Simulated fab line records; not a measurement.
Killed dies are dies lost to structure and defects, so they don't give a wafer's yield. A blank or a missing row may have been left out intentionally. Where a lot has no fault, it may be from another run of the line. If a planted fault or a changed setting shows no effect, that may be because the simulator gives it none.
Matching of chambers | flow n5 finfet | 4 sister chambers for N5_STI_FIN_REVEAL_ALD_14 on ald sin-02
The step deposits Si3N4, target thk 3 nm. 14 wafers are shown with their chamber, then 7 later ones without.

EACH WAFER AND ITS CHAMBER
wafer  | chamber | heater power outer w (W) | heater power w (W)
L076.2 | 0       | 635                      | 1012
L076.3 | 1       | 526                      | 846
L076.4 | 3       | 546                      | 832
L077.2 | 3       | 546                      | 827
L077.3 | 1       | 520                      | 843
L077.5 | 0       | 639                      | 1014
L082.1 | 0       | 648                      | 1036
L082.4 | 3       | 546                      | 836
L082.5 | 0       | 647                      | 1032
L085.3 | 2       | 540                      | 846
L085.4 | 3       | 555                      | 822
L085.5 | 0       | 650                      | 1023
L086.1 | 2       | 530                      | 891
L086.2 | 3       | 532                      | 826

SIGNATURES (means of the wafers above)
reading              | chamber 0 | chamber 1 | chamber 2 | chamber 3 | scatter within a chamber
heater power outer w | 643.80    | 523.00    | 535.00    | 545.00    | 7.12
heater power w       | 1023.40   | 844.50    | 868.50    | 828.60    | 12.6
Rule: a wafer lies at a distance from a chamber equal to the root of the sum of squares, over the readings, of (its reading less the chamber's mean, divided by the reading's scatter). If the next closest chamber is less than 2 further off than the closest, the wafer can't be placed; otherwise it belongs to the closest. The scatter: take each reading less its chamber's mean, square it, sum over the shown wafers, divide by the number of wafers less the number of chambers, and take the root.

WAFERS WITH NO CHAMBER GIVEN
wafer  | heater power outer w (W) | heater power w (W)
L086.4 | 513                      | 891
L094.1 | 516                      | 861
L094.4 | 650                      | 1048
L094.5 | 539                      | 809
L096.3 | 654                      | 1048
L096.5 | 530                      | 826
L096.6 | 527                      | 870

WHICH CHAMBER EACH WENT THROUGH
wafer  | from the rows above          | in truth
L086.4 | can't be placed: 2 or 1      | 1
L094.1 | can't be placed: 1 or 2      | 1
L094.4 | 0                            | 0
L094.5 | can't be placed: 3 or 1      | 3
L096.3 | 0                            | 0
L096.5 | can't be placed: 1 or 3 or 2 | 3
L096.6 | can't be placed: 2 or 1      | 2
Correct placement for 2 of the 7. Unplaceable from these rows: 5, with the true chamber sitting among the candidates in 5. Wrongly placed: 0.
